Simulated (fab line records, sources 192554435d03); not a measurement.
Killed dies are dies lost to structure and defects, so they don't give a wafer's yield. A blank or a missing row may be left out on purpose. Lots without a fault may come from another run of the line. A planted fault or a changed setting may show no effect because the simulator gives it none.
Chamber matching | flow n5_finfet | N5_GATE_CUT_STRIP_59 on rie_diel-03: 4 sister chambers
The step strips in N2/H2, time 20 s. 16 wafers are shown with their chamber, then 8 later ones without.

WAFERS WITH THEIR CHAMBER
wafer  | chamber | drypump_motor_current_A (A) | showerhead_plenum_p_Torr (Torr) | throttle_valve_pct (%)
L074.2 | 1       | 5.1                         | 3.43                            | 11.91
L074.3 | 3       | 5.4                         | 3.40                            | 12.41
L074.4 | 0       | 6.2                         | 3.33                            | 12.36
L076.2 | 1       | 5.1                         | 3.42                            | 11.91
L076.3 | 0       | 6.3                         | 3.33                            | 12.38
L076.5 | 3       | 5.4                         | 3.40                            | 12.41
L075.4 | 0       | 6.3                         | 3.33                            | 12.36
L075.5 | 3       | 5.5                         | 3.40                            | 12.41
L075.6 | 0       | 6.3                         | 3.33                            | 12.38
L080.2 | 1       | 5.1                         | 3.42                            | 11.94
L080.3 | 2       | 5.8                         | 3.48                            | 12.02
L080.6 | 1       | 5.1                         | 3.42                            | 11.95
L085.1 | 0       | 6.2                         | 3.32                            | 11.76
L085.2 | 1       | 5.1                         | 3.41                            | 11.97
L085.3 | 3       | 5.4                         | 3.39                            | 12.45
L090.2 | 3       | 5.4                         | 3.38                            | 12.47

SIGNATURES (means of the wafers above)
reading                  | chamber 0 | chamber 1 | chamber 2 | chamber 3 | scatter within a chamber
drypump_motor_current_A  | 6.260     | 5.100     | 5.800     | 5.420     | 0.0408
showerhead_plenum_p_Torr | 3.3280    | 3.4200    | 3.4800    | 3.3940    | 0.00707
throttle_valve_pct       | 12.2480   | 11.9360   | 12.0200   | 12.4300   | 0.159
Rule: a wafer's distance from a chamber is the root of the sum, over the readings, of the square of ((its reading less the chamber's mean) divided by the reading's scatter). The wafer belongs to the nearest chamber; if the next one is less than 2 further off, it can't be placed. The scatter: the root of (the sum of the squares of (reading less its chamber's mean) over the shown wafers, divided by (wafers less chambers)).

WAFERS WITHOUT THEIR CHAMBER
wafer  | drypump_motor_current_A (A) | showerhead_plenum_p_Torr (Torr) | throttle_valve_pct (%)
L090.3 | 5.1                         | 3.41                            | 11.96
L090.4 | 6.3                         | 3.32                            | 11.80
L091.1 | 5.7                         | 3.48                            | 12.06
L091.3 | 5.1                         | 3.41                            | 11.99
L091.6 | 5.4                         | 3.38                            | 12.45
L094.1 | 5.2                         | 3.41                            | 11.99
L094.2 | 6.2                         | 3.32                            | 11.80
L094.3 | 5.8                         | 3.47                            | 12.07

WHICH CHAMBER EACH WENT THROUGH
wafer  | from the rows above | in truth
L090.3 | 1                   | 1
L090.4 | 0                   | 0
L091.1 | 2                   | 2
L091.3 | 1                   | 1
L091.6 | 3                   | 3
L094.1 | 1                   | 1
L094.2 | 0                   | 0
L094.3 | 2                   | 2
Placed correctly: 8 of 8. Can't be placed from these rows: 0. Placed wrongly: 0.
